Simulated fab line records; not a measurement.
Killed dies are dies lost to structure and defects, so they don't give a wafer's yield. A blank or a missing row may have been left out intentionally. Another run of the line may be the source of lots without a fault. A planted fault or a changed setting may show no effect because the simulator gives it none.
A lot that was struck, set against a sound lot    flow nand harc    13 steps out of a route of 1159
Sound: wafers L819.2, L819.5, L819.6. Struck: wafer L826.6 (left out: L826.2, a lot-mate that was not struck); the cause follows at the end.
At each step with rows: each side's tool, then ch and its chambers, then its first start. Under that, the readings that differ: sound wafers    struck wafers    difference of the means    sigmas: that difference in standard deviations of wafers without a fault.
alike: readings whose means differ by less than 2 such deviations, and words and numbers that are the same on both sides. not compared: withheld readings, readings that some wafer has no value for, bounds like >300 that may hide the same value, and numbers for which the record gives no deviation and whose values overlap.
A row with sigmas, a row that says differs or no value, or rows on one side alone: a step with any of these is where the two part. Non-overlapping numbers with no deviation appear without sigmas and do not part them. Lack of a reading on every wafer of one side parts them only where that side has two or more wafers.

first, 4 steps without rows for these wafers: NHARC_A_WL_FILL_STRIP_28 (strips in post etch residue remover, time 1200 s); NHARC_A_WL_FILL_PRECLEAN_06 (cleans in DIW, time 300 s); NHARC_A_WL_FILL_SRD_07; NHARC_A_WL_FILL_ANNEAL_08 (time 1800 s).
NHARC_A_WL_FILL_ALD_10: deposits SiO2, target thk 50 nm, pulse time 10 s, ald cycles 500.
  sound on ald hk-03 ch 2,3, day 17 19:48; struck on ald hk-02 ch 1, day 19 14:49
  alike: heater power w, precursor pulse height rel
NHARC_A_WL_FILL_ETCHBACK_16: etches the open film in C4F8/O2/Ar, target depth 88 nm, time 17.6 s.
  sound: rie diel-05 ch 2,3; struck: rie diel-12 ch 3
  alike: oes product au, rf vpp V
  not compared: rf hours counter h
NHARC_A_WL_FILL_STRIP_29: strips in O2, time 20 s.
  sound on rie diel-05 ch 0,3, day 18 00:02; struck on rie diel-12 ch 0, day 19 16:59
reading                          sound           struck  difference  sigmas
drypump motor current A (A)      4.8 6.4 4.8     6.7     +1.4        +2
showerhead plenum p Torr (Torr)  3.32 3.75 3.32  3.78    +0.32       +2
  alike: oes product au, rf vpp V, throttle valve pct
  not compared: rf hours counter h
NHARC_A_WL_FILL_ETCHBACK_17: etches the open film in Cl2/BCl3, target depth 4 nm, time 26.7 s.
  sound on rie metal-03 ch 0,1, day 18 00:09; struck on rie metal-01 ch 1, day 19 17:06
  alike: drypump motor current A, oes product au
  not compared: rf hours counter h
then, 3 steps without rows for these wafers: NHARC_A_WL_FILL_PRECLEAN_18 (cleans in dHF, time 30 s); NHARC_A_WL_FILL_SRD_21; NHARC_A_WL_FILL_CVD_23 (deposits poly-Si, target thk 40 nm, time 800 s).
NHARC_A_WL_FILL_ETCHBACK_26: etches the open film in HBr, target depth 52 nm, time 13.3 s.
  sound on rie si-02 ch 1,2,3, day 18 05:22; struck on rie si-02 ch 3, day 19 22:07
reading                sound              struck  difference  sigmas
oes product au (a.u.)  0.992 0.996 0.995  0.748   -0.246      -27
  alike: drypump motor current A, hbr flow sccm, throttle valve pct
  not compared: rf hours counter h
then, 1 step without rows for these wafers: NHARC_A_WL_FILL_PRECLEAN_30 (cleans in dHF, time 10 s).

== WHERE THEY PART ==
Earliest at NHARC_A_WL_FILL_STRIP_29; latest, in this record, at NHARC_A_WL_FILL_ETCHBACK_26.

WHY: what had been put in by the simulator
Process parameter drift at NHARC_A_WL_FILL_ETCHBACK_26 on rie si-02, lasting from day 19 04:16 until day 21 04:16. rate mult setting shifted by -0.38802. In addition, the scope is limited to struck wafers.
